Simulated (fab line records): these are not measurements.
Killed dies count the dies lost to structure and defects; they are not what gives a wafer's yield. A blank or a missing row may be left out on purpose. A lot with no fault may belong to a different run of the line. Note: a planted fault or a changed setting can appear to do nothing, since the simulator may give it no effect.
Which tool did it?	flow n5 finfet	9 lots with 27 wafers sampled at 4 steps, on a route of 1938 steps

## WHAT THE GAUGES SHOWED, per wafer
The record holds no reading of a measuring or inspecting step that can be judged against a usual standard deviation.

## WHICH TOOL RAN EACH LOT (tool, then ch and the chambers of the sampled wafers, then the start)
lot	N5_BEOL_M8_ETCH_61	N5_BEOL_M8_VIA_ETCH_34	N5_BEOL_M8_STRIP_36	N5_BEOL_M8_CURE_75
L377	rie diel-04 ch 0,1,2, day 9 19:27	rie diel-04 ch 0,2,3, day 9 22:46	rie diel-04 ch 0,2,3, day 9 22:49	uv cure-02 ch 2, day 9 23:13
L380	rie diel-02 ch 0,1,2, day 10 20:34	rie diel-01 ch 0,1, day 10 22:40	rie diel-01 ch 0,1, day 10 22:43	uv cure-02 ch 2, day 10 23:10
L381	rie diel-04 ch 0,1,2, day 11 05:51	rie diel-02 ch 0,1,3, day 11 09:58	rie diel-02 ch 0,1,3, day 11 10:01	uv cure-03 ch 2, day 11 10:25
L382	rie diel-04 ch 0,2, day 11 22:04	rie diel-02 ch 1,2,3, day 12 01:07	rie diel-02 ch 1,2,3, day 12 01:10	uv cure-03 ch 1, day 12 01:37
L388	rie diel-02 ch 0,2,3, day 13 03:06	rie diel-02 ch 0,1,3, day 13 06:43	rie diel-02 ch 0,1,3, day 13 06:46	uv cure-03 ch 2, day 13 07:09
L390	rie diel-01 ch 0,1, day 13 22:41	rie diel-02 ch 0,1,3, day 14 00:07	rie diel-02 ch 0,1,3, day 14 00:10	uv cure-01 ch 2, day 14 00:50
L393	rie diel-02 ch 0,1,2, day 14 02:24	rie diel-01 ch 2,3, day 14 05:07	rie diel-01 ch 2,3, day 14 05:10	uv cure-03 ch 2, day 14 05:46
L397	rie diel-01 ch 0,1,3, day 15 06:33	rie diel-01 ch 2,3, day 15 08:38	rie diel-01 ch 2,3, day 15 08:41	uv cure-03 ch 1, day 15 09:11
L391	rie diel-02 ch 0,1,2, day 15 19:38	rie diel-01 ch 0,2,3, day 15 20:47	rie diel-01 ch 0,2,3, day 15 20:50	uv cure-03 ch 0, day 15 21:26
- N5_BEOL_M8_ETCH_61: etches SiARC in CF4, target depth 45.5 nm, time 75.8 s.
- N5_BEOL_M8_VIA_ETCH_34: etches SiCOH lowk in C4F6/O2, target depth 125.5 nm, time 50.5 s.
- N5_BEOL_M8_STRIP_36: strips in N2/H2.
- N5_BEOL_M8_CURE_75: cures SiCOH lowk, time 120 s.

## WHAT THE TOOLS THEMSELVES READ (means of the sampled wafers that have a number; where no wafer has one, the mark that the record gives instead)
N5_BEOL_M8_ETCH_61.
lot	tool	bias w (W)	cf4 flow sccm (sccm)	drypump motor current A (A)	etch rf on time s (s)	mfc ar sccm (sccm)	oes product au (a.u.)	rf vpp V (V)	showerhead plenum p Torr (Torr)	throttle valve pct (%)
L377	rie diel-04	36.03	100.20	5.6	75.0	99.9	0.65	184.2	2.14	15.56
L380	rie diel-02	36.09	99.85	6.2	75.4	100.1	0.67	184.6	2.18	15.80
L381	rie diel-04	35.84	100.07	5.6	75.0	99.6	0.64	183.5	2.14	15.59
L382	rie diel-04	35.89	100.24	5.8	76.2	99.7	0.63	184.2	2.13	15.48
L388	rie diel-02	35.93	100.20	6.0	77.4	99.6	0.63	183.6	2.18	15.79
L390	rie diel-01	35.88	99.67	6.0	78.1	99.9	0.62	183.8	2.07	15.64
L393	rie diel-02	35.97	99.60	6.2	76.6	100.1	0.64	183.7	2.17	15.86
L397	rie diel-01	36.00	100.31	6.3	76.5	100.2	0.68	184.1	2.13	15.65
L391	rie diel-02	36.01	99.96	6.2	75.8	100.1	0.64	183.5	2.17	15.89

N5_BEOL_M8_VIA_ETCH_34.
lot	tool	bias w (W)	drypump motor current A (A)	mfc ar sccm (sccm)	oes_o_777_au (a.u.)	oes product au (a.u.)	rf vpp V (V)	showerhead plenum p Torr (Torr)	throttle valve pct (%)
L377	rie diel-04	185.5	5.6	300.4	0.82	0.82	662	2.87	20.87
L380	rie diel-01	185.5	6.0	299.7	0.75	0.75	660	2.76	20.83
L381	rie diel-02	184.7	5.7	298.8	0.78	0.76	658	2.87	21.02
L382	rie diel-02	185.3	5.9	299.8	0.73	0.72	659	2.89	21.19
L388	rie diel-02	168.1	5.7	300.4	0.76	0.73	608	2.86	21.03
L390	rie diel-02	167.8	5.7	301.5	0.75	0.72	608	2.86	21.05
L393	rie diel-01	185.4	6.0	300.0	0.80	0.80	668	2.78	20.94
L397	rie diel-01	184.2	6.3	299.8	0.86	0.86	672	2.84	20.94
L391	rie diel-01	185.1	6.1	299.4	0.77	0.78	664	2.77	20.91

N5_BEOL_M8_STRIP_36.
lot	tool	bias power w (W)	drypump motor current A (A)	oes product au (a.u.)	power w (W)	rf vpp V (V)	showerhead plenum p Torr (Torr)	throttle valve pct (%)
L377	rie diel-04	6.986	5.6	0.83	450.4	59.0	2.55	23.44
L380	rie diel-01	7.028	6.0	0.77	451.0	58.5	2.47	23.84
L381	rie diel-02	7.003	5.7	0.77	450.6	59.1	2.53	23.37
L382	rie diel-02	6.986	5.9	0.72	450.1	59.5	2.54	23.60
L388	rie diel-02	7.007	5.8	0.75	450.8	58.3	2.53	23.39
L390	rie diel-02	6.998	5.7	0.75	449.8	59.4	2.52	23.40
L393	rie diel-01	7.000	5.9	0.80	449.8	58.4	2.49	23.82
L397	rie diel-01	7.007	6.3	0.86	451.0	60.8	2.52	23.59
L391	rie diel-01	6.998	6.1	0.78	449.8	58.6	2.47	23.75

N5_BEOL_M8_CURE_75.
lot	tool	lamp power pct (%)	wafer_temp_C_max
L377	uv cure-02	52.33	372.1
L380	uv cure-02	52.30	371.6
L381	uv cure-03	52.33	371.7
L382	uv cure-03	52.30	371.5
L388	uv cure-03	52.32	371.5
L390	uv cure-01	52.29	372.2
L393	uv cure-03	52.32	371.6
L397	uv cure-03	52.34	371.3
L391	uv cure-03	52.34	371.1

## THE ANSWER, worked out from the rows above alone
Rule: usual is defined by the lots themselves. Put in order of their means at a reading, lots are off if they are a third of the lots or fewer, leave a main group of 4 or more, and stand apart from it by a gap of 3 or more times the standard deviation of the main group's means; of several such gaps the widest counts. A main group is skipped when, at the precision printed for the reading in the tables above, its means are all equal. Also off: a lot with no number at a reading for which 4 or more lots have one. Where the step has rows for the other lots, those lots are counted as sound. Order of review: gauges by route order, followed by the tools' own readings, for which a lot's mean as printed above is used. The first step at which some lot is off is used, and at that step the reading that is off furthest; a lot without a number counts as furthest.
Off, at N5_BEOL_M8_VIA_ETCH_34 on bias w: L388, L390. Main group: mean 185.1 W, sd 0.45.
If a tool, at that step or one of the process steps before it, ran each lot that is off and ran no sound lot following the first of them, it fits. One candidate fits, namely rie diel-02 at N5_BEOL_M8_VIA_ETCH_34. A fault onset in the window from L382 (day 12 01:07, its last sound lot) to L388 (day 13 06:43, its first lot off) fits.
The tool's own readings at N5_BEOL_M8_VIA_ETCH_34 bear it out: on the lots that are off they differ by more than 5 times the standard deviation of the sound lots' means. bias w reads 167.9 W there against 185.1 W on the sound lots; rf vpp V reads 608 V there against 663 V on the sound lots.

## WHAT HAD BEEN PUT IN BY THE SIMULATOR
rie diel-02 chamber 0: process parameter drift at N5_BEOL_M8_VIA_ETCH_34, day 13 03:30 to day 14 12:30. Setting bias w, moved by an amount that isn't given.
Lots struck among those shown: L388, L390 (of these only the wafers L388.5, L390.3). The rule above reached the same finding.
